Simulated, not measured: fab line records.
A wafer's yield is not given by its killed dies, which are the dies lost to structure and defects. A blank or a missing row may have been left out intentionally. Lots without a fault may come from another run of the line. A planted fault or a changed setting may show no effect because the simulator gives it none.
fab line records | flow n5_finfet
[record] lots = 6 wafers = 17 last_day = 18
route steps=1938 shown BEOL_M15@1802
lots with no fault: from the same line, run without faults
start_h: start of the lot's first displayed wafer, in hours after the record's first day | wait_h: hours from the lot's prior step to this one | " unchanged from the row above | L1.1+2: a row that stands for several wafers | - either no value or no given start | * or withheld: withheld | < > ~ a bound
route shown NAME@n: NAME is a module with steps in the file, n the number in the route of the first one | usual: the fault-free wafers' mean and standard deviation | same: alike in all rows | chamber/n: place in a boat | sites: per-site readings | _std_site: how widely they spread, as a standard deviation | _edge_site: mean of outer sites minus mean of inner sites | radius_mm: how far each site lies from the wafer's centre | mask NAME#n: copy n | behind: the tool/chamber that last shaped the wafer | hold: the reason the lot was held/the length of the hold in hours/how it ended | device: the transistor (n, p or np) that didn't switch | end of line: at the end of the route, the tests of the same wafers | a step with no rows: only its recipe | killed: dies lost to structure and defects at the first sort, not the wafer's yield | map: per-die view of a wafer (x killed, . not killed, _ where there is no die)
set.NAME: setting as actually run; set.NAME@STEP: the setting as run at that earlier step | model.NAME: the simulator's own value behind a step, which no gauge read
lots at selected steps of the route; one table per step, one row per wafer
services: a tool's chamber out of use, with start hour (start_h, from the record's first day; less than 0 if before it), hours out, and reason
[[steps]]
[step N5_BEOL_M15_DEVELOP_27]
[recipe] develop_time_s = 45 rinse_liquid = diw dry = air_spin dev_temp_c = 21
[step N5_BEOL_M15_HARDBAKE_32]
[recipe] temp_c = 130 time_s = 120
[step N5_BEOL_M15_CD_MEAS_28]
[recipe] target_cd_nm = 407.6 landing_energy_ev = 500 detector = se_inlens
[usual] cd_nm = 409.5/1.5
[same] landing_energy_ev = 500
// columns lot.wafer tool chamber start_h wait_h cd_nm
L415.1 cd_sem-03 0 248.26 - 409.6
L415.5 " 0 " " 411.0
L415.6 " 0 " " 411.7
L416.4 cd_sem-01 0 255.35 - 412.8
L416.5 " 0 " " 410.5
L416.6 " 0 " " 409.4
L431.1 cd_sem-01 0 349.41 - 410.1
L431.4 " 0 " " 409.4
L430.1 cd_sem-02 0 360.88 - 410.3
L430.4 " 0 " " 410.2
L430.5 " 0 " " 409.5
L433.4 cd_sem-02 0 361.18 - 409.1
L433.5 " 0 " " 409.8
L433.6 " 0 " " 410.5
L436.1 cd_sem-01 0 403.33 - 406.7
L436.3 " 0 " " 408.7
L436.5 " 0 " " 407.5
[step N5_BEOL_M15_OVL_MEAS_29]
[recipe] points_per_wafer = 44
[usual] M15_OVL = 1/4.2
// columns lot.wafer tool chamber start_h wait_h M15_OVL[nm]
L415.1 overlay-02 0 248.29 0.0 -1
L415.5 " 0 " " -3
L415.6 " 0 " " -3
L416.4 overlay-02 0 255.38 0.0 5
L416.5 " 0 " " 5
L416.6 " 0 " " 2
L431.1 overlay-01 0 349.44 0.0 9
L431.4 " 0 " " -3
L430.1 overlay-01 0 360.91 0.0 4
L430.4 " 0 " " 7
L430.5 " 0 " " 2
L433.4 overlay-02 0 361.21 0.0 5
L433.5 " 0 " " 3
L433.6 " 0 " " 5
L436.1 overlay-02 0 403.36 0.0 -1
L436.3 " 0 " " 2
L436.5 " 0 " " -4
[step N5_BEOL_M15_INSPECT_30]
[recipe] mode = adi inspect_instrument = macro
[usual] raw_defect_count = 2.1/1.4
// columns lot.wafer tool chamber start_h wait_h raw_defect_count
L415.1 defect_inspect-01 - 248.32 0.0 1
L415.5 " - " " 2
L415.6 " - " " 2
L416.4 defect_inspect-01 - 255.41 0.0 1
L416.5 " - " " 1
L416.6 " - " " 2
L431.1 defect_inspect-02 - 349.46 0.0 2
L431.4 " - " " 2
L430.1 defect_inspect-01 - 360.94 0.0 3
L430.4 " - " " 2
L430.5 " - " " 1
L433.4 defect_inspect-01 - 361.24 0.0 1
L433.5 " - " " 2
L433.6 " - " " 2
L436.1 defect_inspect-01 - 403.38 0.0 3
L436.3 " - " " 2
L436.5 " - " " 2
[step N5_BEOL_M15_DESCUM_33]
[recipe] chemistry = O2 time_s = 7.9 source_power_w = 50 bias_power_w = 20 pressure_mtorr = 20 rf_frequency_hz = 2.712e+07 temp_c = 40 o2_flow_sccm = 225
[usual] drypump_motor_current_A = 5.9/0.32 oes_product_au = 0.81/0.088 rf_vpp_V = 243.3/1.1 showerhead_plenum_p_Torr = 2.10/0.043 throttle_valve_pct = 20.40/0.26
// columns lot.wafer tool chamber start_h wait_h drypump_motor_current_A oes_product_au rf_hours_counter_h rf_vpp_V showerhead_plenum_p_Torr throttle_valve_pct
L415.1 rie_diel-05 1 248.35 0.0 5.9 0.85 55 242.1 2.12 20.05
L415.5 " 1 " " 5.9 0.84 - 244.0 2.12 20.06
L415.6 " 2 " " 5.5 0.80 - 244.2 2.12 20.41
L416.4 rie_diel-05 2 255.44 0.0 5.5 0.79 84 243.3 2.12 20.40
L416.5 " 1 " " 5.8 0.85 - 244.7 2.12 20.06
L416.6 " 2 " " 5.5 0.80 - 244.0 2.12 20.39
L431.1 rie_diel-05 3 349.91 0.4 6.0 0.91 14 243.7 2.15 20.14
L431.4 " 1 " " 5.9 0.82 86 242.9 2.11 20.11
L430.1 rie_diel-02 0 360.97 0.0 5.4 0.75 134 242.6 2.09 20.41
L430.4 " 2 " " 6.3 0.85 62 243.4 2.12 20.51
L430.5 " 2 " " 6.3 0.86 - 243.6 2.12 20.52
L433.4 rie_diel-05 2 361.27 0.0 5.5 0.77 115 242.9 2.11 20.46
L433.5 " 3 " " 6.0 0.90 - 243.3 2.14 20.15
L433.6 " 0 " " 6.1 0.81 - 243.6 2.12 20.67
L436.1 rie_diel-02 0 403.42 0.0 5.4 0.75 151 242.8 2.08 20.44
L436.3 " 2 " " 6.3 0.84 76 243.5 2.11 20.54
L436.5 " 0 " " 5.4 0.74 - 243.2 2.08 20.43
[step N5_BEOL_M15_ETCH_61]
[recipe] chemistry = N2/H2 target = BARC target_depth_a = 890 overetch_a = 267 time_s = 67.9 ion_energy_ev = 200 pressure_mtorr = 30 source_w = 840 bias_w = 150 n2_flow_sccm = 200 h2_flow_sccm = 200
[usual] drypump_motor_current_A = 5.9/0.32 oes_product_au = 0.69/0.073 rf_vpp_V = 524.1/1.7 showerhead_plenum_p_Torr = 2.55/0.048 throttle_valve_pct = 17.84/0.3
// columns lot.wafer tool chamber start_h wait_h drypump_motor_current_A oes_product_au rf_hours_counter_h rf_vpp_V showerhead_plenum_p_Torr throttle_valve_pct
L415.1 rie_diel-05 1 248.39 0.0 5.9 0.73 55 524.2 2.57 17.46
L415.5 " 1 " " 5.9 0.74 - 524.7 2.57 17.45
L415.6 " 2 " " 5.5 0.68 - 524.3 2.58 17.80
L416.4 rie_diel-05 2 255.47 0.0 5.5 0.68 84 524.4 2.58 17.82
L416.5 " 1 " " 5.8 0.73 - 525.9 2.57 17.47
L416.6 " 2 " " 5.5 0.69 - 524.0 2.58 17.82
L431.1 rie_diel-05 3 349.94 0.0 6.0 0.77 14 526.2 2.61 17.60
L431.4 " 1 " " 5.9 0.70 86 523.7 2.56 17.52
L430.1 rie_diel-02 0 361.01 0.0 5.4 0.65 134 524.3 2.55 17.92
L430.4 " 2 " " 6.3 0.72 62 524.7 2.57 17.84
L430.5 " 2 " " 6.3 0.72 - 525.2 2.57 17.85
L433.4 rie_diel-05 2 361.31 0.0 5.5 0.65 115 525.0 2.56 17.87
L433.5 " 3 " " 6.0 0.77 - 524.8 2.61 17.60
L433.6 " 0 " " 6.1 0.68 - 524.5 2.57 18.07
L436.1 rie_diel-02 0 403.45 0.0 5.4 0.63 151 523.1 2.55 17.97
L436.3 " 2 " " 6.3 0.71 76 525.8 2.57 17.88
L436.5 " 0 " " 5.4 0.63 - 523.0 2.55 17.96
[step N5_BEOL_M15_TRENCH_ETCH_34]
[recipe] chemistry = C4F8/O2/Ar target = SiO2 target_depth_a = 8729.3 he_inner_torr = 15 he_outer_torr = 30 time_s = 199 ion_energy_ev = 800 pressure_mtorr = 20 source_w = 1905 bias_w = 2040 Ar_flow_sccm = 400 C4F8_flow_sccm = 16 O2_flow_sccm = 12
[usual] drypump_motor_current_A = 5.9/0.32 oes_product_au = 0.81/0.088 rf_vpp_V = 2226/16 showerhead_plenum_p_Torr = 3.45/0.063 throttle_valve_pct = 30.89/0.25
// columns lot.wafer tool chamber start_h wait_h drypump_motor_current_A oes_product_au rf_hours_counter_h rf_vpp_V showerhead_plenum_p_Torr throttle_valve_pct
L415.1 rie_diel-05 1 248.44 0.0 5.8 0.84 55 2220 3.49 30.55
L415.5 " 1 " " 5.8 0.84 - 2219 3.49 30.55
L415.6 " 2 " " 5.5 0.79 - 2248 3.47 30.84
L416.4 rie_diel-05 2 255.53 0.0 5.5 0.79 84 2249 3.47 30.84
L416.5 " 1 " " 5.9 0.84 - 2220 3.49 30.58
L416.6 " 2 " " 5.5 0.80 - 2248 3.47 30.86
L431.1 rie_diel-05 3 349.99 0.0 6.0 0.91 14 2232 3.52 30.66
L431.4 " 1 " " 5.9 0.83 86 2218 3.47 30.59
L430.1 rie_diel-02 0 361.06 0.0 5.4 0.75 134 2201 3.45 30.94
L430.4 " 2 " " 6.4 0.86 62 2224 3.49 31.06
L430.5 " 2 " " 6.3 0.86 - 2223 3.49 31.06
L433.4 rie_diel-05 2 361.36 0.0 5.5 0.77 116 2246 3.45 30.89
L433.5 " 3 " " 6.0 0.91 - 2233 3.52 30.67
L433.6 " 0 " " 6.1 0.81 - 2210 3.47 31.19
L436.1 rie_diel-02 0 403.51 0.0 5.4 0.74 151 2201 3.44 30.96
L436.3 " 2 " " 6.3 0.85 76 2223 3.48 31.09
L436.5 " 0 " " 5.4 0.74 - 2200 3.44 31.00
[step N5_BEOL_M15_STRIP_36]
[recipe] chemistry = O2 power_w = 600 temp_c = 60 pressure_mtorr = 30 rf_frequency_hz = 6e+07 bias_power_w = 0 overash_fraction = 0.3 o2_flow_sccm = 225
[step N5_BEOL_M15_STRIP_62]
[recipe] chemistry = O2 power_w = 600 temp_c = 60 pressure_mtorr = 30 rf_frequency_hz = 6e+07 bias_power_w = 0 overash_fraction = 0.3 o2_flow_sccm = 225
[usual] drypump_motor_current_A = 5.9/0.33 oes_product_au = 0.81/0.086 rf_vpp_V = 3.7/0.48 showerhead_plenum_p_Torr = 2.10/0.044 throttle_valve_pct = 16.64/0.26
// columns lot.wafer tool chamber start_h wait_h drypump_motor_current_A oes_product_au rf_hours_counter_h rf_vpp_V showerhead_plenum_p_Torr throttle_valve_pct
L415.1 rie_diel-01 0 - - 6.3 0.95 11 2.8 2.15 16.20
L415.5 " 0 " " 6.3 0.94 - 3.8 2.15 16.22
L415.6 " 2 " " 5.5 0.67 - 3.9 2.16 17.03
L416.4 rie_diel-02 2 - - 6.3 0.90 30 3.8 2.13 16.66
L416.5 " 0 " " 5.4 0.78 - 4.7 2.10 16.62
L416.6 " 1 " " 6.4 0.72 - 3.2 2.07 16.94
L431.1 rie_diel-05 3 - - 6.0 0.91 15 4.4 2.15 16.35
L431.4 " 1 " " 5.9 0.82 86 3.6 2.11 16.38
L430.1 rie_diel-05 3 - - 6.0 0.89 17 3.6 2.15 16.35
L430.4 " 0 " " 6.1 0.80 96 4.1 2.12 16.87
L430.5 " 2 " " 5.5 0.76 - 2.5 2.11 16.69
L433.4 rie_diel-01 2 - - 5.5 0.94 15 3.6 2.15 16.61
L433.5 " 3 " " 5.8 0.74 - 3.1 2.00 16.98
L433.6 " 2 " " 5.5 0.94 - 3.3 2.15 16.62
L436.1 rie_diel-01 3 - - 5.8 0.73 186 3.3 2.00 17.01
L436.3 " 2 " " 5.5 0.91 30 4.2 2.14 16.65
L436.5 " 1 " " 5.9 0.86 - 3.7 2.04 16.39
[step N5_BEOL_M15_STRIP_37]
[recipe] chemistry = O2 power_w = 600 temp_c = 60 pressure_mtorr = 30 rf_frequency_hz = 6e+07 bias_power_w = 0 overash_fraction = 0.3 o2_flow_sccm = 225
[usual] drypump_motor_current_A = 5.9/0.33 oes_product_au = 0.81/0.086 rf_vpp_V = 3.7/0.61 showerhead_plenum_p_Torr = 2.10/0.044 throttle_valve_pct = 16.64/0.26
// columns lot.wafer tool chamber start_h wait_h drypump_motor_current_A oes_product_au rf_hours_counter_h rf_vpp_V showerhead_plenum_p_Torr throttle_valve_pct
L415.1 rie_diel-01 0 - - 6.3 0.96 11 3.2 2.15 16.19
L415.5 " 0 " " 6.3 0.94 - 2.7 2.15 16.21
L415.6 " 2 " " 5.5 0.67 - 3.5 2.16 17.02
L416.4 rie_diel-02 2 - - 6.3 0.92 30 3.8 2.13 16.67
L416.5 " 0 " " 5.4 0.79 - 4.1 2.10 16.61
L416.6 " 1 " " 6.3 0.73 - 4.3 2.07 16.95
L431.1 rie_diel-05 3 - - 6.0 0.90 15 3.4 2.15 16.37
L431.4 " 1 " " 5.9 0.81 86 4.5 2.11 16.37
L430.1 rie_diel-05 3 - - 6.0 0.90 17 3.7 2.15 16.32
L430.4 " 0 " " 6.2 0.81 96 2.4 2.12 16.87
L430.5 " 2 " " 5.5 0.77 - 4.6 2.11 16.68
L433.4 rie_diel-01 2 - - 5.5 0.95 15 3.9 2.15 16.60
L433.5 " 3 " " 5.8 0.75 - 4.4 2.00 16.98
L433.6 " 2 " " 5.5 0.93 - 3.9 2.15 16.63
L436.1 rie_diel-01 3 - - 5.8 0.73 186 3.3 2.00 17.01
L436.3 " 2 " " 5.5 0.92 30 3.2 2.14 16.62
L436.5 " 1 " " 5.9 0.88 - 2.9 2.04 16.41
[step N5_BEOL_M15_ETCH_38]
[recipe] chemistry = CF4/N2 target = SiCN target_depth_a = 1064 taper_deg = 2 time_s = 120.5 ion_energy_ev = 150 mask_material = SiO2 pressure_mtorr = 40 source_w = 430 bias_w = 70 Ar_flow_sccm = 100 cf4_flow_sccm = 60 n2_flow_sccm = 60
[usual] drypump_motor_current_A = 5.9/0.32 oes_product_au = 0.81/0.086 rf_vpp_V = 382.4/1.5 showerhead_plenum_p_Torr = 2.21/0.041 throttle_valve_pct = 15.41/0.27
// columns lot.wafer tool chamber start_h wait_h drypump_motor_current_A oes_product_au rf_hours_counter_h rf_vpp_V showerhead_plenum_p_Torr throttle_valve_pct model.etch.depth_nm
L415.1 rie_diel-01 0 249.46 - 6.3 0.95 11 383.0 2.25 14.94 97.51
L415.5 " 0 " " 6.3 0.95 - 383.0 2.25 14.93 96.63
L415.6 " 2 " " 5.5 0.66 - 385.0 2.26 15.82 95.27
L416.4 rie_diel-02 2 256.63 - 6.3 0.92 31 383.0 2.25 15.45 100.6
L416.5 " 0 " " 5.4 0.78 - 382.3 2.23 15.41 97.4
L416.6 " 1 " " 6.4 0.72 - 382.5 2.19 15.74 97.92
L431.1 rie_diel-05 3 351.26 - 6.0 0.67 15 385.0 2.26 15.06 57.01
L431.4 " 1 " " 5.9 0.61 86 382.2 2.23 15.16 56.76
L430.1 rie_diel-05 3 363.21 - 6.0 0.66 17 383.0 2.25 15.06 56.42
L430.4 " 0 " " 6.1 0.61 96 382.9 2.23 15.60 57.97
L430.5 " 2 " " 5.5 0.76 - 381.7 2.22 15.38 94.85
L433.4 rie_diel-01 2 363.29 - 5.5 0.95 15 384.1 2.25 15.36 98.13
L433.5 " 3 " " 5.8 0.75 - 378.9 2.11 15.78 96.61
L433.6 " 2 " " 5.5 0.95 - 383.7 2.25 15.36 97.42
L436.1 rie_diel-01 3 407.00 - 5.8 0.74 186 380.7 2.11 15.80 95.59
L436.3 " 2 " " 5.5 0.91 30 383.3 2.25 15.40 96.74
L436.5 " 1 " " 5.9 0.86 - 381.1 2.16 15.19 96.38
[step N5_BEOL_M15_PRECLEAN_39]
[recipe] chemistry = residue_remover time_s = 60 temp_c = 40
[[services]]
// columns tool chamber start_h hours kind
rie_diel-01 1 233.89 - clean
rie_diel-01 1 233.89 - consumable_replace:focus_ring
rie_diel-01 1 233.89 18.3 scheduled_down
rie_diel-01 1 233.89 18.3 vent_cycle
rie_diel-02 - 275.29 0.6 repair
rie_diel-05 3 281.88 - clean
rie_diel-05 3 281.88 - consumable_replace:focus_ring
rie_diel-05 3 281.88 15.8 scheduled_down
rie_diel-05 3 281.88 15.8 vent_cycle
rie_diel-01 2 290.98 - clean
rie_diel-01 2 290.98 - consumable_replace:focus_ring
rie_diel-01 2 290.98 20.7 scheduled_down
rie_diel-02 - 303.01 0.5 repair
rie_diel-01 0 311.36 5.4 repair
rie_diel-01 - 338.55 0.3 repair
rie_diel-02 2 361.69 4.1 repair
rie_diel-05 - 374.94 0.4 repair
rie_diel-02 3 376.49 1.6 repair
rie_diel-01 1 377.45 5.0 repair
rie_diel-01 3 382.03 6.1 repair
rie_diel-05 - 385.19 14.6 pm
rie_diel-02 3 395.22 12.3 repair
rie_diel-01 2 400.15 2.8 repair
rie_diel-01 - 402.16 1.0 repair
[[key]]
[first_sign] step = N5_BEOL_M15_ETCH_38 reading = oes_product_au direction = down sigmas = 2 usual = 0.81 struck = 0.64
effect none on later readings
[model_effect] step = N5_BEOL_M15_ETCH_38 value = etch.depth_nm without = 97.37 struck = 57.04
met_at N5_BEOL_M15_ETCH_38
struck_wafers L430.1,L430.4,L431.1,L431.4
[fault] kind = process_parameter_drift tool = rie_diel-05 chamber = - onset_h = 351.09 steps = N5_BEOL_M15_ETCH_38 channel = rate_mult offset = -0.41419 shape = step end_h = 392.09 scope = struck_wafers_only
